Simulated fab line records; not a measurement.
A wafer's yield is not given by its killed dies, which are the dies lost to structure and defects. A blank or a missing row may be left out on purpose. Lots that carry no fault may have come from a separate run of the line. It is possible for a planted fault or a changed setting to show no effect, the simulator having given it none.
fab line records + flow nand_harc
record:
- lots: 6
- wafers: 18
- last_day: 24
route steps=1159 shown A_BLC@992 A_M0@994 END@1159
lots that met no fault: from a run of the same line without faults
start_h: the number of hours between the record's first day and the start of the first shown wafer of the lot + wait_h: hours from the lot's prior step to this one + " identical to the entry in the row above + L1.1+2: a row that stands for several wafers + - either no value or no given start + * or withheld: withheld + < > ~ a bound
route shown NAME@n: a module of which the file shows steps, and the number in the route of the first + usual: mean/standard deviation taken from wafers without a fault + same: alike in all rows + chamber/n: place in a boat + sites: each site's reading + _std_site: the values' standard deviation + _edge_site: outer sites' mean less inner sites' + radius_mm: for every site, how far away it sits from the centre of the wafer + mask NAME#n: copy n + behind: tool/chamber where the wafer was last shaped + hold: cause of the lot's hold/its duration in hours/its outcome + device: transistor that didn't switch, given as n, p or np + end of line: the same wafers' tests at the end of the route + where a step has no rows: the recipe by itself + killed: at the first sort, the dies lost to defects and structure; wafer yield is something else + map: dies across one wafer; x = killed, . = not, _ = none there
set.NAME: the run value of the setting; set.NAME@STEP: its run value at that earlier step + model.NAME: the simulator's own value behind a step, which no gauge read
certain route steps with their lots: each step a table, each wafer a row
services: a tool's chamber out of use, with start hour (start_h, from the record's first day; less than 0 if before it), hours out, and reason
== steps ==
step: NHARC_A_BLC_SRD_27
step: NHARC_A_BLC_INSPECT_28
usual:
- raw_defect_count: 419/110
| lot.wafer | tool              | chamber | start_h | wait_h | raw_defect_count |
|-----------|-------------------|---------|---------|--------|------------------|
| L418.2    | defect_inspect-02 | -       | 407.24  | 0.1    | 304              |
| L418.3    | "                 | -       | "       | "      | 434              |
| L418.5    | "                 | -       | "       | "      | 364              |
| L424.1    | defect_inspect-01 | -       | 436.78  | 0.1    | 410              |
| L424.5    | "                 | -       | "       | "      | 456              |
| L424.6    | "                 | -       | "       | "      | 572              |
| L430.3    | defect_inspect-01 | -       | 494.87  | 0.1    | 328              |
| L430.4    | "                 | -       | "       | "      | 362              |
| L430.5    | "                 | -       | "       | "      | 364              |
| L433.3    | defect_inspect-02 | -       | 495.58  | 0.1    | 296              |
| L433.4    | "                 | -       | "       | "      | 310              |
| L433.5    | "                 | -       | "       | "      | 267              |
| L434.2    | defect_inspect-01 | -       | 496.29  | 0.1    | 407              |
| L434.5    | "                 | -       | "       | "      | 410              |
| L434.6    | "                 | -       | "       | "      | 502              |
| L439.2    | defect_inspect-02 | -       | 518.77  | 0.1    | 358              |
| L439.5    | "                 | -       | "       | "      | 412              |
| L439.6    | "                 | -       | "       | "      | 308              |
step: NHARC_A_M0_DEP_00
recipe:
- target_thk_a: 1500
- target_thk_nm: 150
- temp_c: withheld
- pressure_torr: 5
- flow_sccm: 200
- rf_w: 600
- material: SiOC
step: NHARC_A_M0_DEHYDRATE_01
recipe:
- temp_c: 150
- time_s: 120
step: NHARC_A_M0_HMDS_02
recipe:
- time_s: 30
step: NHARC_A_M0_COAT_33
recipe:
- temp_c: 200
- time_s: 65
step: NHARC_A_M0_COAT_03
recipe:
- spin_rpm: 1500
- resist_thk_nm: 90
step: NHARC_A_M0_SOFTBAKE_04
recipe:
- temp_c: 105
- time_s: 55
step: NHARC_A_M0_EBR_05
step: NHARC_A_M0_EXPOSE_06
recipe:
- na: 1.35
- target_cd_nm: 80
- dose_mj: 83.25
- mask_id: A_M0
step: NHARC_A_M0_PEB_07
recipe:
- peb_temp_c: 100
- peb_time_s: 65
step: NHARC_A_M0_DEVELOP_08
recipe:
- develop_time_s: 35
- dev_temp_c: 23
usual:
- developer_temp_C: 22.99/0.11
same:
- develop_time_s: 35
| lot.wafer | tool           | chamber | start_h | wait_h | developer_temp_C |
|-----------|----------------|---------|---------|--------|------------------|
| L418.2    | litho_track-01 | 0       | 407     | -      | 23.01            |
| L418.3    | "              | 0       | "       | "      | 23.16            |
| L418.5    | "              | 0       | "       | "      | 22.82            |
| L424.1    | litho_track-06 | 0       | 437     | -      | 22.97            |
| L424.5    | "              | 0       | "       | "      | 22.90            |
| L424.6    | "              | 0       | "       | "      | 22.84            |
| L430.3    | litho_track-01 | 0       | 495     | -      | 23.01            |
| L430.4    | "              | 0       | "       | "      | 22.98            |
| L430.5    | "              | 0       | "       | "      | 23.12            |
| L433.3    | litho_track-01 | 0       | 496     | -      | 23.74            |
| L433.4    | "              | 0       | "       | "      | 23.68            |
| L433.5    | "              | 0       | "       | "      | 23.87            |
| L434.2    | litho_track-01 | 0       | 497     | -      | 24.10            |
| L434.5    | "              | 0       | "       | "      | 23.96            |
| L434.6    | "              | 0       | "       | "      | 24.07            |
| L439.2    | litho_track-06 | 0       | 520     | -      | 22.85            |
| L439.5    | "              | 0       | "       | "      | 22.92            |
| L439.6    | "              | 0       | "       | "      | 22.91            |
step: NHARC_A_M0_CD_MEAS_09
recipe:
- target_cd_nm: 80
- landing_energy_ev: 500
usual:
- cd_nm: 79.6/0.83
| lot.wafer | tool      | chamber | start_h | wait_h | cd_nm |
|-----------|-----------|---------|---------|--------|-------|
| L418.2    | cd_sem-01 | 0       | 408.03  | -      | 78.9  |
| L418.3    | "         | 0       | "       | "      | 78.9  |
| L418.5    | "         | 0       | "       | "      | 78.2  |
| L424.1    | cd_sem-01 | 0       | 437.68  | -      | 80.8  |
| L424.5    | "         | 0       | "       | "      | 79.4  |
| L424.6    | "         | 0       | "       | "      | 78.9  |
| L430.3    | cd_sem-02 | 0       | 495.78  | -      | 78.2  |
| L430.4    | "         | 0       | "       | "      | 78.5  |
| L430.5    | "         | 0       | "       | "      | 77.4  |
| L433.3    | cd_sem-01 | 0       | 496.45  | -      | 79.4  |
| L433.4    | "         | 0       | "       | "      | 79.3  |
| L433.5    | "         | 0       | "       | "      | 78.5  |
| L434.2    | cd_sem-02 | 0       | 497.20  | -      | 78.3  |
| L434.5    | "         | 0       | "       | "      | 80.2  |
| L434.6    | "         | 0       | "       | "      | 79.4  |
| L439.2    | cd_sem-01 | 0       | 520.13  | -      | 78.8  |
| L439.5    | "         | 0       | "       | "      | 80.5  |
| L439.6    | "         | 0       | "       | "      | 78.8  |
step: NHARC_END_SORT_01
recipe:
- temp_c: 25
usual:
- defect_limited_yield: 95.2/1.6
- killed_at_array: 29/11
- killed_at_other: 0.5/0.89
- killed_at_periphery: 3.3/2
- killed_dies: 32/11
- killed_open: 3.1/1.9
- killed_short: 2.3/1.6
- sort_bin_2_pct: 1.5/0.71
- sort_bin_3_pct: 0.30/0.22
- sort_bin_4_pct: 3.0/1.1
- sort_n_pass: 645/11
- sort_rim_yield_pct: 97.3/1.8
- sort_yield_pct: 95.2/1.6
same:
- gross_dies: 677
- sort_bin_5_pct[%]: 0
- sort_bin_6_pct[%]: 0
- sort_bin_7_pct[%]: 0
- sort_bin_8_pct[%]: 0
- sort_rim_n_gross: 106.00
| lot.wafer | tool      | chamber | start_h | wait_h | defect_limited_yield[%] | killed_at_array | killed_at_other | killed_at_periphery | killed_dies | killed_open | killed_short | sort_bin_2_pct[%] | sort_bin_3_pct[%] | sort_bin_4_pct[%] | sort_n_pass | sort_rim_yield_pct[%] | sort_yield_pct[%] |
|-----------|-----------|---------|---------|--------|-------------------------|-----------------|-----------------|---------------------|-------------|-------------|--------------|-------------------|-------------------|-------------------|-------------|-----------------------|-------------------|
| L418.2    | prober-02 | 0       | 452.30  | 2.8    | 94.7                    | 34              | 0               | 2                   | 36          | 2           | 2            | 1.6               | 0.30              | 3.4               | 641         | 97.2                  | 94.7              |
| L418.3    | prober-02 | 0       | 453.09  | 3.1    | 95.0                    | 32              | 1               | 1                   | 34          | 3           | 2            | 2.2               | 0.30              | 2.5               | 643         | 94.3                  | 95.0              |
| L418.5    | prober-02 | 0       | 454.68  | 3.7    | 95.0                    | 32              | 0               | 2                   | 34          | 6           | 2            | 1.3               | 0.15              | 3.5               | 643         | 98.1                  | 95.0              |
| L424.1    | prober-02 | 0       | 478.39  | 2.5    | 93.5                    | 33              | 1               | 10                  | 44          | 6           | 4            | 2.2               | 0.15              | 4.1               | 633         | 98.1                  | 93.5              |
| L424.5    | prober-02 | 0       | 481.58  | 3.7    | 92.8                    | 43              | 0               | 6                   | 49          | 3           | 3            | 1.9               | 0.74              | 4.6               | 628         | 95.3                  | 92.8              |
| L424.6    | prober-02 | 0       | 482.37  | 4.0    | 92.2                    | 45              | 3               | 5                   | 53          | 7           | 3            | 2.4               | 0.15              | 5.3               | 624         | 94.3                  | 92.2              |
| L430.3    | prober-01 | 0       | 540.33  | 3.1    | 94.5                    | 37              | 0               | 0                   | 37          | 3           | 2            | 2.2               | 0.89              | 2.4               | 640         | 98.1                  | 94.5              |
| L430.4    | prober-01 | 0       | 541.12  | 3.4    | 94.5                    | 35              | 0               | 2                   | 37          | 4           | 3            | 1.8               | 0.15              | 3.5               | 640         | 94.3                  | 94.5              |
| L430.5    | prober-01 | 0       | 541.92  | 3.7    | 96.6                    | 20              | 0               | 3                   | 23          | 1           | 1            | 1.2               | 0.15              | 2.1               | 654         | 97.2                  | 96.6              |
| L433.3    | prober-01 | 0       | 548.07  | 3.1    | 92.8                    | 43              | 1               | 5                   | 49          | 9           | 5            | 2.1               | 0.74              | 4.4               | 628         | 96.2                  | 92.8              |
| L433.4    | prober-01 | 0       | 548.88  | 3.4    | 95.6                    | 29              | 0               | 1                   | 30          | 1           | 0            | 1.6               | 0.30              | 2.5               | 647         | 99.1                  | 95.6              |
| L433.5    | prober-01 | 0       | 549.69  | 3.7    | 93.6                    | 39              | 0               | 4                   | 43          | 3           | 6            | 1.8               | 0.89              | 3.7               | 634         | 95.3                  | 93.6              |
killed by level:class
L418.2 A_SLIT:chamber_film_flake=14 A_CHANNEL_HOLE_D1:chamber_film_flake=13 A_CHANNEL_FILL_D1:chamber_film_flake=3 P_M0:geometric_particle:open=1 A_SOURCE_PLATE:geometric_particle:short=1 A_WL_FILL:geometric_particle:short=1 A_M0:geometric_particle:open=1 P_GATE:chamber_film_flake=1
L418.3 A_CHANNEL_HOLE_D1:chamber_film_flake=12 A_SLIT:chamber_film_flake=8 A_CONTACT:chamber_film_flake=4 A_ZERO_WELL:chamber_film_flake=2 P_CONTACT:geometric_particle:open=1 A_CHANNEL_FILL_D1:geometric_particle:open=1 A_CHANNEL_FILL_D1:geometric_particle:short=1 A_WL_FILL:geometric_particle:short=1
L418.5 A_CHANNEL_HOLE_D1:chamber_film_flake=14 A_SLIT:chamber_film_flake=9 A_CONTACT:geometric_particle:open=2 A_CONTACT:chamber_film_flake=2 P_STI:geometric_particle:open=1 P_GATE:geometric_particle:open=1 A_ONON_D1:geometric_particle:short=1 A_CHANNEL_FILL_D1:geometric_particle:open=1
L424.1 A_CHANNEL_HOLE_D1:chamber_film_flake=14 A_STAIRCASE:chamber_film_flake=6 A_SLIT:chamber_film_flake=4 A_CONTACT:geometric_particle:open=3 P_M1:geometric_particle:open=2 P_GATE:chamber_film_flake=2 A_CONTACT:chamber_film_flake=2 P_STI:geometric_particle:short=1
L424.5 A_CHANNEL_HOLE_D1:chamber_film_flake=18 A_SLIT:chamber_film_flake=9 A_STAIRCASE:chamber_film_flake=7 A_M0:geometric_particle:open=2 P_STI:chamber_film_flake=2 A_CHANNEL_FILL_D1:chamber_film_flake=2 P_M2:geometric_particle:short=1 A_SOURCE_PLATE:geometric_particle:short=1
L424.6 A_CHANNEL_HOLE_D1:chamber_film_flake=19 A_SLIT:chamber_film_flake=8 A_WL_FILL:chamber_film_flake=4 A_STAIRCASE:chamber_film_flake=3 A_CONTACT:chamber_film_flake=3 THIN_TSV:chamber_film_flake=3 A_WL_FILL:geometric_particle:open=2 A_M0:geometric_particle:short=2
L430.3 A_CHANNEL_HOLE_D1:chamber_film_flake=20 A_WL_FILL:chamber_film_flake=3 A_CONTACT:chamber_film_flake=3 A_STAIRCASE:chamber_film_flake=2 A_CHANNEL_HOLE_D1:geometric_particle:short=1 A_CHANNEL_HOLE_D1:geometric_particle:open=1 A_SGD_CUT:geometric_particle:open=1 A_WL_FILL:geometric_particle:short=1
L430.4 A_CHANNEL_HOLE_D1:chamber_film_flake=21 A_CONTACT:chamber_film_flake=4 A_CONTACT:geometric_particle:open=3 P_CONTACT:geometric_particle:short=1 A_SGD_CUT:geometric_particle:open=1 A_SGD_CUT:geometric_particle:short=1 A_WL_FILL:geometric_particle:short=1 P_ZERO_WELL:chamber_film_flake=1
L430.5 A_CHANNEL_HOLE_D1:chamber_film_flake=12 A_CONTACT:chamber_film_flake=3 P_ZERO_WELL:chamber_film_flake=2 A_BLC:chamber_film_flake=2 P_M0:geometric_particle:open=1 A_WL_FILL:geometric_particle:short=1 A_CHANNEL_FILL_D1:chamber_film_flake=1 A_SLIT:chamber_film_flake=1
L433.3 A_CHANNEL_HOLE_D1:chamber_film_flake=21 A_CONTACT:chamber_film_flake=4 A_M0:geometric_particle:open=3 A_STAIRCASE:chamber_film_flake=3 A_CONTACT:geometric_particle:open=2 A_M1:chamber_film_flake=2 P_CONTACT:geometric_particle:open=1 P_CONTACT:geometric_particle:short=1
L433.4 A_CHANNEL_HOLE_D1:chamber_film_flake=23 A_CONTACT:chamber_film_flake=3 A_M1:chamber_film_flake=2 P_M0:geometric_particle:open=1 A_STAIRCASE:chamber_film_flake=1
L433.5 A_CHANNEL_HOLE_D1:chamber_film_flake=22 A_CONTACT:chamber_film_flake=5 A_WL_FILL:chamber_film_flake=3 A_STAIRCASE:chamber_film_flake=2 P_GATE:geometric_particle:open=1 P_CONTACT:geometric_particle:short=1 A_ONON_D1:geometric_particle:short=1 A_CHANNEL_FILL_D1:geometric_particle:short=1
== services ==
| tool           | chamber | start_h | hours | kind |
|----------------|---------|---------|-------|------|
| litho_track-01 | -       | 443.00  | 7.0   | pm   |
| litho_track-06 | -       | 467.00  | 7.0   | pm   |
== key ==
first_sign:
- step: NHARC_A_M0_DEVELOP_08
- reading: developer_temp_C
- direction: up
- sigmas: 8.1
- usual: *
- struck: *
effect none on later readings
met_at NHARC_A_M0_DEVELOP_08
struck_wafers L433.3,L433.4,L433.5,L434.2,L434.5,L434.6
loop_trim:
- step: NHARC_A_M0_EXPOSE_06
- setting: dose
- lots: L434
fault:
- kind: process_parameter_drift
- tool: litho_track-01
- chamber: -
- onset_h: 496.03
- steps: NHARC_A_M0_DEVELOP_08
- channel: dev_temp_c
- offset: *
- shape: step
- end_h: 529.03
- acts_in: *
- stated: *
loop_trim: a control loop set the setting to another value than it would have without faults
